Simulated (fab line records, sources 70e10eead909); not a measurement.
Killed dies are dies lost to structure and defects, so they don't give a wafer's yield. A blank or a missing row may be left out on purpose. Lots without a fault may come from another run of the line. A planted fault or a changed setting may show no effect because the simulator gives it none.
Which tool did it? | flow nand_harc | 14 lots, 42 wafers sampled, at 4 steps of a route of 1302

WHAT THE GAUGES READ, wafer by wafer
NHARC_P_BONDPAD_OVL_MEAS_38.
lot  | measured     | on         | overlay_x_nm (nm) | overlay_y_nm (nm)
L934 | day 6 17:41  | overlay-02 | 4 5 4             | -8 -8 -8
L936 | day 7 09:57  | overlay-02 | 0 0 0             | 2 2 2
L937 | day 7 16:07  | overlay-02 | 6 6 6             | -11 -11 -11
L938 | day 8 07:29  | overlay-01 | -3 -3 -3          | -3 -3 -3
L939 | day 8 20:40  | overlay-01 | -4 -4 -4          | -1 -1 -1
L944 | day 10 15:50 | overlay-02 | 2 1 1             | 5 5 5
L943 | day 10 16:00 | overlay-01 | -11 -11 -11       | 5 5 5
L949 | day 12 18:01 | overlay-02 | 4 4 4             | -6 -6 -6
L950 | day 13 04:45 | overlay-02 | 5 6 6             | -9 -9 -9
L951 | day 13 10:32 | overlay-01 | -2 -3 -3          | -2 -3 -2
L952 | day 14 02:56 | overlay-02 | 3 4 3             | 0 0 0
L953 | day 14 12:49 | overlay-02 | -11 -10 -10       | 0 1 0
L955 | day 15 05:18 | overlay-01 | 5 4 5             | 2 2 2
L956 | day 15 20:05 | overlay-01 | 3 2 3             | 2 2 2

WHICH TOOL RAN EACH LOT (tool, then ch and the chambers of the sampled wafers, then the start)
lot  | NHARC_P_M1_PRE_CLEAN_32         | NHARC_P_M2_DEP_33               | NHARC_P_BONDPAD_CMP_32
L934 | pecvd-03 ch 1,2, day 6 11:46    | pecvd-02 ch 0,1, day 6 16:01    | cmp-04 ch 1,2, day 6 16:47
L936 | pecvd-03 ch 0,1, day 7 03:57    | pecvd-02 ch 0,2, day 7 08:15    | cmp-04 ch 0,2,3, day 7 09:04
L937 | pecvd-01 ch 0,1,2, day 7 10:07  | pecvd-03 ch 0,1, day 7 14:26    | cmp-03 ch 1,2,3, day 7 15:13
L938 | pecvd-02 ch 0,1, day 8 01:42    | pecvd-03 ch 0,1,2, day 8 05:48  | cmp-02 ch 0,2,3, day 8 06:38
L939 | pecvd-02 ch 0,2, day 8 14:49    | pecvd-02 ch 0,2, day 8 18:58    | cmp-03 ch 1,2,3, day 8 19:46
L944 | pecvd-03 ch 0,1,2, day 10 09:04 | pecvd-03 ch 0,1,2, day 10 13:58 | cmp-04 ch 1,2,3, day 10 14:56
L943 | pecvd-03 ch 0,1, day 10 09:56   | pecvd-03 ch 0,1,2, day 10 14:16 | cmp-02 ch 0,2,3, day 10 15:05
L949 | pecvd-01 ch 0,1,2, day 12 11:56 | pecvd-03 ch 0,2, day 12 16:15   | cmp-04 ch 2,3, day 12 17:05
L950 | pecvd-01 ch 0,1,2, day 12 22:54 | pecvd-03 ch 0,1,2, day 13 03:09 | cmp-02 ch 0,1,2, day 13 03:58
L951 | pecvd-02 ch 0,1, day 13 04:25   | pecvd-01 ch 0,1, day 13 08:48   | cmp-04 ch 0,1,2, day 13 09:40
L952 | pecvd-03 ch 0,2, day 13 20:46   | pecvd-03 ch 0,1, day 14 01:16   | cmp-04 ch 2,3, day 14 02:02
L953 | pecvd-03 ch 0,1,2, day 14 06:28 | pecvd-02 ch 0,1, day 14 11:01   | cmp-03 ch 0,3, day 14 11:54
L955 | pecvd-03 ch 1,2, day 14 23:07   | pecvd-03 ch 0,1,2, day 15 03:34 | cmp-02 ch 1,2, day 15 04:22
L956 | pecvd-03 ch 0,1,2, day 15 13:09 | pecvd-01 ch 0,2, day 15 17:50   | cmp-02 ch 0,2,3, day 15 19:13
- NHARC_P_M1_PRE_CLEAN_32: time 12 s.
- NHARC_P_M2_DEP_33: deposits SiCN, target thk 30 nm.
- NHARC_P_BONDPAD_CMP_32: polishes SiCN, target thk 200 nm.

WHAT THE TOOLS THEMSELVES READ (means of the sampled wafers that have a number; where no wafer has one, the mark that the record gives instead)
NHARC_P_M1_PRE_CLEAN_32.
lot  | tool     | heater_power_w (W)
L934 | pecvd-03 | 581
L936 | pecvd-03 | 556
L937 | pecvd-01 | 676
L938 | pecvd-02 | 710
L939 | pecvd-02 | 643
L944 | pecvd-03 | 605
L943 | pecvd-03 | 584
L949 | pecvd-01 | 661
L950 | pecvd-01 | 638
L951 | pecvd-02 | 686
L952 | pecvd-03 | 614
L953 | pecvd-03 | 599
L955 | pecvd-03 | 653
L956 | pecvd-03 | 581

NHARC_P_M2_DEP_33.
lot  | tool     | chamber_pressure_Torr (Torr) | heater_power_outer_w (W) | heater_power_w (W)
L934 | pecvd-02 | 2.995                        | 307                      | 596
L936 | pecvd-02 | 3.002                        | 346                      | 590
L937 | pecvd-03 | 3.001                        | 260                      | 472
L938 | pecvd-03 | 2.998                        | 292                      | 555
L939 | pecvd-02 | 2.994                        | 323                      | 564
L944 | pecvd-03 | -                            | -                        | -
L943 | pecvd-03 | -                            | -                        | -
L949 | pecvd-03 | 2.995                        | 298                      | 577
L950 | pecvd-03 | 3.003                        | 272                      | 531
L951 | pecvd-01 | 3.004                        | 347                      | 569
L952 | pecvd-03 | 2.995                        | 279                      | 526
L953 | pecvd-02 | 2.999                        | 416                      | 724
L955 | pecvd-03 | 3.002                        | 297                      | 576
L956 | pecvd-01 | 2.998                        | 337                      | 611

NHARC_P_BONDPAD_CMP_32.
lot  | tool   | motor_current_A (A)
L934 | cmp-04 | 11.9
L936 | cmp-04 | 10.7
L937 | cmp-03 | 11.9
L938 | cmp-02 | 12.0
L939 | cmp-03 | 11.5
L944 | cmp-04 | 11.1
L943 | cmp-02 | 11.8
L949 | cmp-04 | 11.1
L950 | cmp-02 | 11.1
L951 | cmp-04 | 11.9
L952 | cmp-04 | 11.0
L953 | cmp-03 | 12.0
L955 | cmp-02 | 12.0
L956 | cmp-02 | 12.2

THE ANSWER, worked out from the rows above alone
Rule: what is usual is taken from the lots themselves. Put in order of their means at a reading, lots are off if they are a third of the lots or fewer, leave a main group of 4 or more, and stand apart from it by a gap of 3 or more times the standard deviation of the main group's means; of several such gaps the widest counts. A main group whose means are all the same, to the digits that the tables above print for the reading, isn't used. A lot without any number at a reading at which 4 lots or more have one is off too. The other lots that the step has rows for count as sound. The gauges are gone through in route order, then the tools' own readings, and for those a lot's mean is taken as printed above. The first step at which some lot is off is used, and at that step the reading that is off furthest; a lot without a number counts as furthest.
Off: L944, L943, at NHARC_P_M2_DEP_33 (chamber_pressure_Torr). Without a number there: L944, L943. The main group: mean 2.999 Torr, standard deviation 0.0034.
A tool fits if, at that step or a process step before it, it ran every lot that is off, and no sound lot after the first of them. None of those tried fits.

WHAT THE SIMULATOR HAD PUT IN
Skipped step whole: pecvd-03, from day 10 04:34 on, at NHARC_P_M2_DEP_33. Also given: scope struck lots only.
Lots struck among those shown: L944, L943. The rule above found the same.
